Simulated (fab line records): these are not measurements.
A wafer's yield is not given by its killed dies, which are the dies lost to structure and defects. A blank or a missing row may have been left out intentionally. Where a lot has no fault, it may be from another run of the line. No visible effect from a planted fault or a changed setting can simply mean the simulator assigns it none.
Matching of chambers | flow n5Finfet | N5_MOL_CONTACT_COAG_CO_FILL_22 on cvdCo-02: 3 sister chambers
The step material Co, precursor CCTBA/H2, target thk 20 nm. 14 wafers are shown with their chamber, then 7 later ones without.

EACH WAFER AND ITS CHAMBER
wafer  | chamber | heaterPowerW (W)
L730.2 | 2       | 209
L730.3 | 1       | 225
L730.5 | 1       | 229
L731.3 | 1       | 226
L731.5 | 0       | 240
L731.6 | 2       | 204
L735.1 | 1       | 230
L735.4 | 0       | 233
L735.6 | 1       | 230
L743.1 | 2       | 214
L743.2 | 0       | 245
L743.4 | 0       | 239
L746.1 | 2       | 209
L746.3 | 0       | 242

SIGNATURES, as means of the wafers listed above
reading      | chamber 0 | chamber 1 | chamber 2 | scatter within a chamber
heaterPowerW | 239.80    | 228.00    | 209.00    | 3.7
Rule: a wafer's distance from a chamber is the root of the sum, over the readings, of the square of ((its reading less the chamber's mean) divided by the reading's scatter). If the next closest chamber is less than 2 further off than the closest, the wafer can't be placed; otherwise it belongs to the closest. The scatter is the square root of a quotient: the sum, over the shown wafers, of each reading's squared deviation from its chamber's mean, divided by wafers minus chambers.

WAFERS WITH NO CHAMBER GIVEN
wafer  | heaterPowerW (W)
L746.5 | 208
L752.2 | 205
L752.3 | 240
L752.4 | 241
L753.1 | 237
L753.4 | 210
L753.6 | 234

WHICH CHAMBER EACH WENT THROUGH
wafer  | from the rows above     | in truth
L746.5 | 2                       | 2
L752.2 | 2                       | 2
L752.3 | 0                       | 0
L752.4 | 0                       | 0
L753.1 | can't be placed: 0 or 1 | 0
L753.4 | 2                       | 2
L753.6 | can't be placed: 0 or 1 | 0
5 of 7 placed correctly. Cannot be placed on the basis of these rows: 2; the candidates contain the true chamber in 2. Wrongly placed: 0.
